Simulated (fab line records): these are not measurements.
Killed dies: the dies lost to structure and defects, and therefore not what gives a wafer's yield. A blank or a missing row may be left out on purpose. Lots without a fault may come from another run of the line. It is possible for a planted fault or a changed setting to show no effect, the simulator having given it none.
A struck lot beside a sound one | flow n5-finfet | 29 out of 1938 route steps
Sound: wafers L738.1, L738.3, L738.4. Wafers L755.1, L755.2, L755.6 were the ones struck. At the end, the cause is stated.
Each step with rows lists, per side, the tool, then ch with its chambers, then its first start. Under that, the readings that differ: sound wafers | struck wafers | difference of the means | sigmas: that difference in standard deviations of wafers without a fault.
alike: same words and numbers on both sides, and readings whose means sit less than 2 such deviations apart. not compared: any withheld reading, any reading some wafer has no value for, any bound like >300 that may hide the same value, and any number with overlapping values for which the record gives no deviation.
The two part at a step that has a row with sigmas, a row that says differs or no value, or rows on one side only. When numbers do not overlap yet have no deviation, they are printed without sigmas and do not part them. A reading missing from all wafers of one side parts the sides only when that side holds two or more wafers.

first, 9 steps without rows for these wafers: N5_BEOL_M15_COAT_22 (resist thk 800 nm); N5_BEOL_M15_EBR_24; N5_BEOL_M15_SOFTBAKE_23 (time 60 s); N5_BEOL_M15_EXPOSE_25 (exposes mask M15, target cd 400 nm); N5_BEOL_M15_PEB_26 (peb time 90 s); N5_BEOL_M15_DEVELOP_27 (develop time 45 s); N5_BEOL_M15_HARDBAKE_32 (time 120 s); N5_BEOL_M15_DESCUM_33 (chemistry O2, time 7.9 s); N5_BEOL_M15_ETCH_61 (etches BARC in N2/H2, target depth 89 nm, overetch 26.7 nm, time 67.9 s).
N5_BEOL_M15_TRENCH_ETCH_34: etches SiO2 in C4F8/O2/Ar, target depth 872.93 nm, time 199 s.
  sound on rie-diel-01 ch 0,1,3, day 12 19:22; struck on rie-diel-02 ch 0,2,3, day 17 03:50
  reading                                    | sound             | struck            | difference | sigmas
  time-s (s)                                 | 199 199 199       | 139.3 139.3 139.3 | -59.7      |
  model.etch.depth-nm (nm)                   | 842.3 878.2 861.1 | 590.2 613.4 619.8 | -252.7     |
  model.coat_of_BEOL_M15_COAT_22.thk-nm (nm) | 545.8 537.8 547   | 602.8 597.8 593.6 | +54.5      |
  alike: drypump-motor-current-A, he-outer-torr, oes-product-au, rf-vpp-V, showerhead-plenum-p-Torr, throttle-valve-pct
  not compared: rf-hours-counter-h
then, 13 steps without rows for these wafers: N5_BEOL_M15_STRIP_36 (strips in O2); N5_BEOL_M15_STRIP_62 (strips in O2); N5_BEOL_M15_STRIP_37 (strips in O2); N5_BEOL_M15_ETCH_38 (etches SiCN in CF4/N2, target depth 106.4 nm, time 120.5 s); N5_BEOL_M15_PRECLEAN_39 (cleans in residue remover, time 60 s); N5_BEOL_M15_SRD_40 (time 30 s, dry time 30 s); N5_BEOL_M15_DEGAS_41 (time 60 s); N5_BEOL_M15_PRE_CLEAN_42 (time 30 s); N5_BEOL_M15_SPUTTER_43 (material TaN, target thk 15 nm, time 24.19 s); N5_BEOL_M15_SPUTTER_44 (material Ta, target thk 15 nm, time 24.19 s); N5_BEOL_M15_SPUTTER_45 (material Cu, target thk 100 nm, time 16.67 s); N5_BEOL_M15_ECD_47 (material Cu, target thk 1860 nm); N5_BEOL_M15_ANNEAL_48 (time 90 s).
N5_BEOL_M15_CMP_49: polishes, stops on SiO2, t overpolish 4.9 s, target thk 850 nm.
  sound on cmp-02 ch 0,1,3, day 12 22:19; struck on cmp-04 ch 0,2, day 17 06:52
  reading                                 | sound           | struck            | difference | sigmas
  model.Cu_of_BEOL_M15_ECD_47.thk-nm (nm) | 818.8 856 836.8 | 570.8 588.8 600.8 | -250.4     |
  alike: motor-current-A
  not compared: pad-life-wafers
N5_BEOL_M15_THK_MEAS_50: measures by xrf.
  struck on film-metro-01, day 17 07:07; sound on film-metro-02, day 12 22:37
  reading      | sound       | struck      | difference | sigmas
  M15_THK (nm) | 822 861 842 | 574 592 605 | -251       | -11
then, 2 steps without rows for these wafers: N5_BEOL_M15_PRE_CLEAN_52 (time 15 s); N5_BEOL_M15_DEP_53 (deposits SiCN from 3MS/NH3, target thk 50 nm, time 17.8 s).
N5_BEOL_M15_RS_MEAS_54: a four-point-probe measurement.
  struck on film-metro-02, day 17 07:15; sound on film-metro-02, day 12 22:46
  reading         | sound                | struck               | difference | sigmas
  M15_RS (ohm/sq) | 0.0225 0.0214 0.0219 | 0.0324 0.0314 0.0308 | +0.0096    | +17
N5_PASSIVATION_PROBE_49:
  struck on prober-01, day 18 00:08; sound on prober-02, day 13 11:26
  alike: defect-limited-yield, killed_at_M0_to_M3, killed_at_M4_up, killed-at-contacts, killed-at-front-end, killed-at-other, killed-dies, killed-open, killed-short, sort_bin_5_function, sort_bin_6_memory, sort_bin_8_speed, sort-n-pass

WHERE THEY PART
At N5_BEOL_M15_THK_MEAS_50 first; at N5_BEOL_M15_RS_MEAS_54 last (within this record only). Later steps at which nothing parts them and some readings are alike: N5_PASSIVATION_PROBE_49.

WHY: the cause the simulator had injected
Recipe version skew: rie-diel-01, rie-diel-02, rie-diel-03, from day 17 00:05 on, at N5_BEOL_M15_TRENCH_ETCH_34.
